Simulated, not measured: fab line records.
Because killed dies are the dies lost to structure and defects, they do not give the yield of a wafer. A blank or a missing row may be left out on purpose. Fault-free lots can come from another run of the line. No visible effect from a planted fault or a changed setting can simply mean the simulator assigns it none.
Chamber matching || flow n5 finfet || 3 sister chambers for N5_BEOL_M7_CURE_74 on uv cure-03
The step cures SiCOH lowk, time 240 s. 20 wafers are shown with their chamber, then 10 later ones without.

== EACH WAFER AND ITS CHAMBER ==
{"wafer": "L075.2", "chamber": 0, "wafer_temp_C_max": 387.4, "lamp power pct (%)": 52.30}
{"wafer": "L075.3", "chamber": 0, "wafer_temp_C_max": 388.9, "lamp power pct (%)": 52.29}
{"wafer": "L075.5", "chamber": 0, "wafer_temp_C_max": 387.7, "lamp power pct (%)": 52.25}
{"wafer": "L080.1", "chamber": 2, "wafer_temp_C_max": 387.9, "lamp power pct (%)": 52.29}
{"wafer": "L080.3", "chamber": 2, "wafer_temp_C_max": 387.1, "lamp power pct (%)": 52.24}
{"wafer": "L080.6", "chamber": 2, "wafer_temp_C_max": 387.1, "lamp power pct (%)": 52.27}
{"wafer": "L083.1", "chamber": 0, "wafer_temp_C_max": 387.9, "lamp power pct (%)": 52.32}
{"wafer": "L083.3", "chamber": 0, "wafer_temp_C_max": 388.1, "lamp power pct (%)": 52.34}
{"wafer": "L083.5", "chamber": 0, "wafer_temp_C_max": 387.5, "lamp power pct (%)": 52.32}
{"wafer": "L087.4", "chamber": 0, "wafer_temp_C_max": 387.8, "lamp power pct (%)": 52.37}
{"wafer": "L087.5", "chamber": 0, "wafer_temp_C_max": 387.5, "lamp power pct (%)": 52.31}
{"wafer": "L087.6", "chamber": 0, "wafer_temp_C_max": 388.5, "lamp power pct (%)": 52.39}
{"wafer": "L085.2", "chamber": 0, "wafer_temp_C_max": 387.3, "lamp power pct (%)": 52.31}
{"wafer": "L085.5", "chamber": 0, "wafer_temp_C_max": 387.3, "lamp power pct (%)": 52.24}
{"wafer": "L085.6", "chamber": 0, "wafer_temp_C_max": 388.0, "lamp power pct (%)": 52.33}
{"wafer": "L086.2", "chamber": 1, "wafer_temp_C_max": 386.5, "lamp power pct (%)": 52.25}
{"wafer": "L086.5", "chamber": 1, "wafer_temp_C_max": 386.6, "lamp power pct (%)": 52.32}
{"wafer": "L086.6", "chamber": 1, "wafer_temp_C_max": 387.1, "lamp power pct (%)": 52.39}
{"wafer": "L091.1", "chamber": 0, "wafer_temp_C_max": 387.7, "lamp power pct (%)": 52.38}
{"wafer": "L091.4", "chamber": 0, "wafer_temp_C_max": 387.7, "lamp power pct (%)": 52.32}

SIGNATURES (means of the wafers above)
{"reading": "wafer_temp_C_max", "chamber 0": 387.807, "chamber 1": 386.733, "chamber 2": 387.367, "scatter within a chamber": 0.443}
{"reading": "lamp power pct", "chamber 0": 52.3193, "chamber 1": 52.3200, "chamber 2": 52.2667, "scatter within a chamber": 0.0456}
Rule: a wafer lies at a distance from a chamber equal to the root of the sum of squares, over the readings, of (its reading less the chamber's mean, divided by the reading's scatter). If the next closest chamber is less than 2 further off than the closest, the wafer can't be placed; otherwise it belongs to the closest. The scatter is the square root of a quotient: the sum, over the shown wafers, of each reading's squared deviation from its chamber's mean, divided by wafers minus chambers.

== WAFERS MISSING THEIR CHAMBER ==
{"wafer": "L091.5", "wafer_temp_C_max": 388.4, "lamp power pct (%)": 52.23}
{"wafer": "L091.2", "wafer_temp_C_max": 387.4, "lamp power pct (%)": 52.23}
{"wafer": "L091.3", "wafer_temp_C_max": 387.5, "lamp power pct (%)": 52.26}
{"wafer": "L091.6", "wafer_temp_C_max": 387.6, "lamp power pct (%)": 52.34}
{"wafer": "L090.1", "wafer_temp_C_max": 386.2, "lamp power pct (%)": 52.28}
{"wafer": "L090.4", "wafer_temp_C_max": 386.6, "lamp power pct (%)": 52.32}
{"wafer": "L090.6", "wafer_temp_C_max": 386.3, "lamp power pct (%)": 52.27}
{"wafer": "L097.3", "wafer_temp_C_max": 388.2, "lamp power pct (%)": 52.39}
{"wafer": "L097.4", "wafer_temp_C_max": 387.3, "lamp power pct (%)": 52.35}
{"wafer": "L097.5", "wafer_temp_C_max": 388.2, "lamp power pct (%)": 52.32}

== EACH ONE'S CHAMBER ==
{"wafer": "L091.5", "from the rows above": "can't be placed: 0 or 2 or 1", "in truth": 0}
{"wafer": "L091.2", "from the rows above": "can't be placed: 2 or 0 or 1", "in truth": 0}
{"wafer": "L091.3", "from the rows above": "can't be placed: 2 or 0 or 1", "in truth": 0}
{"wafer": "L091.6", "from the rows above": "can't be placed: 0 or 2 or 1", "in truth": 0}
{"wafer": "L090.1", "from the rows above": "can't be placed: 1 or 2", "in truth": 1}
{"wafer": "L090.4", "from the rows above": "can't be placed: 1 or 2", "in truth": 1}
{"wafer": "L090.6", "from the rows above": "can't be placed: 1 or 2", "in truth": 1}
{"wafer": "L097.3", "from the rows above": "can't be placed: 0 or 2 or 1", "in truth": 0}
{"wafer": "L097.4", "from the rows above": "can't be placed: 0 or 1 or 2", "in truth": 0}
{"wafer": "L097.5", "from the rows above": "can't be placed: 0 or 2", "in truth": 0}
Correct placement for 0 of the 10. These rows do not allow placing 10 (true chamber among the candidates in 10). Placed wrongly: 0.
